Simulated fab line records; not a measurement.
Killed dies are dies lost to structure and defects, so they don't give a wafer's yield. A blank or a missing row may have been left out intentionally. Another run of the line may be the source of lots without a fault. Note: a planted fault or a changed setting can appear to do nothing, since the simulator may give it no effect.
Matching of chambers ; flow n5-finfet ; N5_SPACER0_ALD_00 on ald-sin-03 has 4 sister chambers
The step deposits SiOCN, target thk 3.5 nm, pulse time 3 s, purge time 2 s. 7 wafers are shown with their chamber, then 8 later ones without.

WAFERS WITH THEIR CHAMBER
wafer;chamber;heater-power-w (W);precursor-pulse-height-rel
L076.1;0;1038;1.017
L076.5;1;841;1.006
L083.1;1;845;0.998
L088.3;3;868;1.004
L088.4;2;752;0.991
L088.5;3;863;1.030
L089.2;2;761;1.024

WAFERS MISSING THEIR CHAMBER
wafer;heater-power-w (W);precursor-pulse-height-rel
L089.3;863;1.011
L089.5;854;1.005
L092.1;832;1.005
L092.2;1050;0.993
L092.5;843;0.998
L097.1;883;0.980
L097.3;1026;0.972
L097.6;859;1.003

CHAMBER TAKEN BY EACH
wafer;from the rows above;in truth
L089.3;3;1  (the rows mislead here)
L089.5;can't be placed: 1 or 3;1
L092.1;1;1
L092.2;0;0
L092.5;1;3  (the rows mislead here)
L097.1;3;3
L097.3;0;0
L097.6;can't be placed: 3 or 1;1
4 of 8 placed correctly. Unplaceable from these rows: 2, with the true chamber sitting among the candidates in 2. Wrongly placed: 2.
How it was worked out, from the rows above alone: a wafer's distance from a chamber is the root of the sum, over the readings, of the square of ((its reading less the chamber's mean) divided by the reading's scatter). The wafer belongs to the nearest chamber; if the next one is less than 2 further off, it can't be placed. A chamber's mean is the mean of its shown wafers. The scatter is the square root of a quotient: the sum, over the shown wafers, of each reading's squared deviation from its chamber's mean, divided by wafers minus chambers.
